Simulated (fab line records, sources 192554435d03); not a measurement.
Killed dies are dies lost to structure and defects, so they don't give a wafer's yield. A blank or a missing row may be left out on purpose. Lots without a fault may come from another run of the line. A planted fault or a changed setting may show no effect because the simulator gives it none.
Chamber matching | flow n5_finfet | N5_FIN_CUT_STRIP_24 on rie_diel-03: 4 sister chambers
The step strips in CF4. 8 wafers are shown with their chamber, then 8 later ones without.

WAFERS WITH THEIR CHAMBER
wafer  | chamber | throttle_valve_pct (%) | showerhead_plenum_p_Torr (Torr)
L076.5 | 3       | 13.76                  | 1.80
L081.3 | 0       | 13.45                  | 1.77
L081.5 | 0       | 13.45                  | 1.77
L087.4 | 3       | 13.82                  | 1.79
L087.5 | 1       | 13.94                  | 1.84
L089.1 | 1       | 13.96                  | 1.84
L089.6 | 2       | 13.76                  | 1.85
L090.2 | 2       | 13.78                  | 1.85

WAFERS WITHOUT THEIR CHAMBER
wafer  | throttle_valve_pct (%) | showerhead_plenum_p_Torr (Torr)
L090.4 | 13.48                  | 1.77
L090.5 | 13.46                  | 1.77
L091.2 | 13.77                  | 1.85
L091.5 | 13.98                  | 1.84
L091.6 | 13.47                  | 1.77
L095.1 | 13.99                  | 1.84
L095.3 | 13.50                  | 1.77
L095.4 | 14.00                  | 1.84

WHICH CHAMBER EACH WENT THROUGH
wafer  | from the rows above | in truth
L090.4 | 0                   | 0
L090.5 | 0                   | 0
L091.2 | 2                   | 2
L091.5 | 1                   | 1
L091.6 | 0                   | 0
L095.1 | 1                   | 1
L095.3 | 0                   | 0
L095.4 | 1                   | 1
Placed correctly: 8 of 8. Can't be placed from these rows: 0. Placed wrongly: 0.
How it was worked out, from the rows above alone: a wafer's distance from a chamber is the root of the sum, over the readings, of the square of ((its reading less the chamber's mean) divided by the reading's scatter). The wafer belongs to the nearest chamber; if the next one is less than 2 further off, it can't be placed. A chamber's mean is the mean of its shown wafers. The scatter: the root of (the sum of the squares of (reading less its chamber's mean) over the shown wafers, divided by (wafers less chambers)).
